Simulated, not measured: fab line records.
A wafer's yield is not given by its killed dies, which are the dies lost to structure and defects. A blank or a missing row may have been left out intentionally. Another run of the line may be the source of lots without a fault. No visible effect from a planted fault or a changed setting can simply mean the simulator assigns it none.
Matching of chambers    flow nandHarc    NHARC_A_DECK1_JOINT_ETCHBACK_07 on rieSi-01: 4 sister chambers
The step etches the open film in HBr, target depth 105 nm, time 26.9 s. 18 wafers are shown with their chamber, then 9 later ones without.

## WAFERS WITH THEIR CHAMBER
wafer   chamber  throttleValvePct (%)  rfFwdPowerW (W)  oesProductAu (a.u.)
L075.1  1        23.265                347.5            0.999
L075.3  0        23.278                344.5            1.001
L075.6  1        23.260                347.1            0.994
L076.3  1        23.277                345.0            0.999
L076.5  2        23.271                344.8            1.013
L076.6  1        23.270                343.9            1.003
L081.1  1        23.264                347.0            0.991
L081.2  0        23.255                344.6            0.999
L081.6  0        23.257                344.7            1.002
L084.2  0        23.254                341.8            1.002
L084.4  1        23.258                346.5            1.008
L084.5  0        23.268                343.6            1.011
L086.2  3        23.273                345.5            1.000
L086.3  2        23.269                345.6            1.005
L086.4  0        23.273                341.7            1.005
L087.1  3        23.284                341.7            1.017
L087.5  1        23.272                345.9            1.001
L087.6  0        23.259                343.8            1.006

SIGNATURES (means of the wafers above)
reading           chamber 0  chamber 1  chamber 2  chamber 3  scatter within a chamber
throttleValvePct  23.26343   23.26657   23.27000   23.27850   0.00795
rfFwdPowerW       343.529    346.129    345.200    343.600    1.4
oesProductAu      1.00371    0.99929    1.00900    1.00850    0.00574
Rule: a wafer lies at a distance from a chamber equal to the root of the sum of squares, over the readings, of (its reading less the chamber's mean, divided by the reading's scatter). If the next closest chamber is less than 2 further off than the closest, the wafer can't be placed; otherwise it belongs to the closest. How the scatter is found: for the shown wafers, subtract from each reading the mean of its chamber, square and add these, divide the total by (wafers less chambers), then take the root.

## WAFERS WITH NO CHAMBER GIVEN
wafer   throttleValvePct (%)  rfFwdPowerW (W)  oesProductAu (a.u.)
L089.3  23.278                344.2            1.008
L089.5  23.256                342.8            0.993
L089.6  23.269                340.4            0.993
L092.2  23.263                344.2            1.030
L092.5  23.269                344.7            1.022
L092.6  23.260                342.5            1.002
L097.1  23.276                346.5            1.035
L097.2  23.255                346.3            0.997
L097.3  23.284                339.0            1.013

## WHICH CHAMBER EACH WENT THROUGH
wafer   from the rows above                in truth
L089.3  can't be placed: 3 or 2 or 0       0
L089.5  can't be placed: 0 or 1 or 2 or 3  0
L089.6  can't be placed: 0 or 3 or 1 or 2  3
L092.2  can't be placed: 2 or 3 or 0 or 1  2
L092.5  can't be placed: 2 or 3 or 0 or 1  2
L092.6  can't be placed: 0 or 2 or 3 or 1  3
L097.1  can't be placed: 2 or 3 or 0 or 1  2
L097.2  can't be placed: 1 or 0 or 2       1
L097.3  can't be placed: 3 or 0 or 2       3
0 of 9 placed correctly. These rows do not allow placing 9 (true chamber among the candidates in 9). 0 placed wrongly.
